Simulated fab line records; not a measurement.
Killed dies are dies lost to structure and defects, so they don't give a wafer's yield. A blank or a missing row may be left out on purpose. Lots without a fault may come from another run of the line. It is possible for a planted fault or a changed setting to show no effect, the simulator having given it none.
Which tool is to blame? | flow nand-harc | 36 wafers from 12 lots sampled at 5 of the route's 1159 steps

== WHAT THE GAUGES SHOWED, per wafer ==
NHARC_A_CONTACT_CD_MEAS_08: target cd 100 nm.
lot  | measured     | on        | cd-nm (nm)
L137 | day 17 06:49 | cd-sem-02 | 99.4 99.0 99.1
L138 | day 17 14:28 | cd-sem-02 | 99.5 100.4 99.5
L139 | day 17 19:51 | cd-sem-02 | 101.5 101.4 100.3
L140 | day 17 23:35 | cd-sem-03 | 101.5 99.9 100.4
L146 | day 20 04:16 | cd-sem-02 | 99.5 100.2 100.3
L154 | day 21 07:53 | cd-sem-01 | 99.8 99.5 100.2
L153 | day 22 02:00 | cd-sem-02 | 102.0 101.4 100.6
L155 | day 22 04:16 | cd-sem-03 | 100.8 101.5 101.6
L159 | day 22 13:29 | cd-sem-03 | 100.0 101.2 100.4
L156 | day 22 15:39 | cd-sem-03 | 101.1 101.1 99.8
L158 | day 23 03:40 | cd-sem-01 | 100.1 99.9 100.0
L160 | day 23 03:55 | cd-sem-01 | 99.8 100.0 100.0

NHARC_END_SORT_01.
lot  | measured     | on        | killed-at-array | killed-at-other | killed-at-periphery | killed-dies | killed-open | killed-short
L153 | day 24 09:53 | prober-02 | 37 23           | 0 0             | 6 4                 | 43 27       | 0 1         | 3 2

== WHAT TOOL EACH LOT RAN ON (gives the tool, then ch and the chambers of the sampled wafers, and finally the start) ==
lot  | NHARC_A_CONTACT_ETCH_89                       | NHARC_A_CONTACT_STRIP_26                      | NHARC_A_CONTACT_ALD_18
L137 | rie-diel-03 ch 0,2, day 17 10:29 or earlier   | rie-diel-13 ch 1,3, day 17 10:29 or earlier   | ald-metal-01 ch 0,1, day 17 10:29
L138 | rie-diel-06 ch 0,2, day 17 18:35 or earlier   | rie-diel-06 ch 1,2,3, day 17 18:35 or earlier | ald-metal-03 ch 2,3, day 17 18:35
L139 | rie-diel-03 ch 0,1,3, day 17 23:44 or earlier | rie-diel-03 ch 0,1,2, day 17 23:44 or earlier | ald-metal-02 ch 0,1, day 17 23:44
L140 | rie-diel-13 ch 1,2,3, day 18 03:06 or earlier | rie-diel-06 ch 0,1,2, day 18 03:06 or earlier | ald-metal-01 ch 0,1, day 18 03:06
L146 | rie-diel-06 ch 1,2,3, day 20 07:53 or earlier | rie-diel-06 ch 0,1,2, day 20 07:53 or earlier | ald-metal-02 ch 0,2,3, day 20 07:53
L154 | rie-diel-06 ch 0,2,3, day 21 11:20 or earlier | rie-diel-06 ch 0,2,3, day 21 11:20 or earlier | ald-metal-01 ch 1,2, day 21 11:20
L153 | rie-diel-06 ch 1,3, day 22 05:56 or earlier   | rie-diel-13 ch 0,2,3, day 22 05:56 or earlier | ald-metal-01 ch 1,2,3, day 22 05:56
L155 | rie-diel-06 ch 1,2, day 22 07:45 or earlier   | rie-diel-06 ch 0,2, day 22 07:45 or earlier   | ald-metal-03 ch 2,3, day 22 07:45
L159 | rie-diel-06 ch 0,1, day 22 16:57 or earlier   | rie-diel-06 ch 0,3, day 22 16:57 or earlier   | ald-metal-01 ch 2,3, day 22 16:57
L156 | rie-diel-03 ch 0,2,3, day 22 19:20 or earlier | rie-diel-06 ch 1,2,3, day 22 19:20 or earlier | ald-metal-02 ch 0,3, day 22 19:20
L158 | rie-diel-06 ch 0,1,3, day 23 07:16 or earlier | rie-diel-03 ch 1,3, day 23 07:16 or earlier   | ald-metal-01 ch 0,2,3, day 23 07:16
L160 | rie-diel-13 ch 0,2, day 23 07:26 or earlier   | rie-diel-06 ch 0,1, day 23 07:26 or earlier   | ald-metal-03 ch 0,2,3, day 23 07:26
- NHARC_A_CONTACT_ETCH_89: etches the open film in N2/H2, target depth 260 nm, time 475.3 s.
- NHARC_A_CONTACT_STRIP_26: strips in O2.
- NHARC_A_CONTACT_ALD_18: deposits TiN, target thk 3 nm, pulse time 1 s, ald cycles 150.

== AS READ BY THE TOOLS THEMSELVES (means over the sampled wafers that have a number; for cases with no such wafer, the mark the record gives instead) ==
NHARC_A_CONTACT_ETCH_89.
lot  | tool        | drypump-motor-current-A (A) | mfc-ar-sccm (sccm) | oes-product-au (a.u.) | rf-vpp-V (V) | showerhead-plenum-p-Torr (Torr) | throttle-valve-pct (%)
L137 | rie-diel-03 | 6.0                         | 0.000              | 0.991                 | 427          | 1.90                            | 14.178
L138 | rie-diel-06 | 5.5                         | 0.039              | 1.007                 | 431          | 2.07                            | 14.176
L139 | rie-diel-03 | 6.2                         | 0.007              | 0.992                 | 429          | 2.01                            | 14.172
L140 | rie-diel-13 | 5.7                         | 0.000              | 1.009                 | 429          | 2.00                            | 14.168
L146 | rie-diel-06 | 5.8                         | 0.013              | 0.993                 | 433          | 2.13                            | 14.172
L154 | rie-diel-06 | 5.7                         | 0.026              | 0.995                 | 431          | 2.10                            | 14.162
L153 | rie-diel-06 | 5.9                         | 0.001              | 0.999                 | 431          | 2.09                            | 14.173
L155 | rie-diel-06 | 5.7                         | 0.026              | 1.010                 | 432          | 2.10                            | 14.172
L159 | rie-diel-06 | 5.5                         | 0.028              | 1.001                 | 429          | 1.96                            | 14.169
L156 | rie-diel-03 | 6.1                         | 0.000              | 0.987                 | 431          | 2.08                            | 14.176
L158 | rie-diel-06 | 5.8                         | 0.014              | 0.999                 | 431          | 2.05                            | 14.177
L160 | rie-diel-13 | 5.7                         | 0.000              | 0.975                 | 431          | 2.05                            | 14.167

NHARC_A_CONTACT_STRIP_26.
lot  | tool        | drypump-motor-current-A (A) | mfc-ar-sccm (sccm) | oes-product-au (a.u.) | rf-vpp-V (V) | showerhead-plenum-p-Torr (Torr) | throttle-valve-pct (%)
L137 | rie-diel-13 | 6.0                         | 0.000              | 1.019                 | 57.4         | 3.31                            | 17.046
L138 | rie-diel-06 | 5.9                         | 0.013              | 1.006                 | 58.4         | 3.50                            | 17.031
L139 | rie-diel-03 | 6.1                         | 0.007              | 0.994                 | 57.3         | 3.54                            | 17.041
L140 | rie-diel-06 | 5.6                         | 0.027              | 1.009                 | 57.8         | 3.53                            | 17.036
L146 | rie-diel-06 | 5.6                         | 0.027              | 1.005                 | 57.9         | 3.52                            | 17.044
L154 | rie-diel-06 | 5.7                         | 0.026              | 0.989                 | 58.1         | 3.62                            | 17.041
L153 | rie-diel-13 | 5.8                         | 0.000              | 0.994                 | 58.3         | 3.67                            | 17.046
L155 | rie-diel-06 | 5.5                         | 0.040              | 0.994                 | 56.8         | 3.47                            | 17.033
L159 | rie-diel-06 | 5.6                         | 0.027              | 0.999                 | 58.1         | 3.51                            | 17.029
L156 | rie-diel-06 | 5.8                         | 0.013              | 0.994                 | 58.5         | 3.66                            | 17.041
L158 | rie-diel-03 | 6.3                         | 0.014              | 0.991                 | 57.8         | 3.46                            | 17.033
L160 | rie-diel-06 | 5.7                         | 0.014              | 1.011                 | 57.1         | 3.45                            | 17.032

NHARC_A_CONTACT_ALD_18.
lot  | tool         | heater-power-w (W) | precursor-pulse-height-rel
L137 | ald-metal-01 | 1022               | 0.996
L138 | ald-metal-03 | 1057               | 0.981
L139 | ald-metal-02 | 1141               | 1.006
L140 | ald-metal-01 | 1037               | 1.013
L146 | ald-metal-02 | 1124               | 0.997
L154 | ald-metal-01 | 1218               | 1.023
L153 | ald-metal-01 | 1186               | 1.000
L155 | ald-metal-03 | 1060               | 0.997
L159 | ald-metal-01 | 1185               | 0.993
L156 | ald-metal-02 | 1182               | 0.993
L158 | ald-metal-01 | 1103               | 0.994
L160 | ald-metal-03 | 1025               | 0.981

== THE ANSWER, worked out from the rows above alone ==
Rule: the usual values come from the lots themselves. Put in order of their means at a reading, lots are off if they are a third of the lots or fewer, leave a main group of 4 or more, and stand apart from it by a gap of 3 or more times the standard deviation of the main group's means; of several such gaps the widest counts. A main group is skipped when, at the precision printed for the reading in the tables above, its means are all equal. A lot without any number at a reading at which 4 lots or more have one is off too. All remaining lots with rows at the step are treated as sound. Order of review: gauges by route order, followed by the tools' own readings, for which a lot's mean as printed above is used. At the first step where some lot is off, the reading lying furthest off is the one used; lots without a number count as furthest.
No lot is off at any reading shown: from this, nothing can be told.

== WHAT WAS PUT IN BY THE SIMULATOR ==
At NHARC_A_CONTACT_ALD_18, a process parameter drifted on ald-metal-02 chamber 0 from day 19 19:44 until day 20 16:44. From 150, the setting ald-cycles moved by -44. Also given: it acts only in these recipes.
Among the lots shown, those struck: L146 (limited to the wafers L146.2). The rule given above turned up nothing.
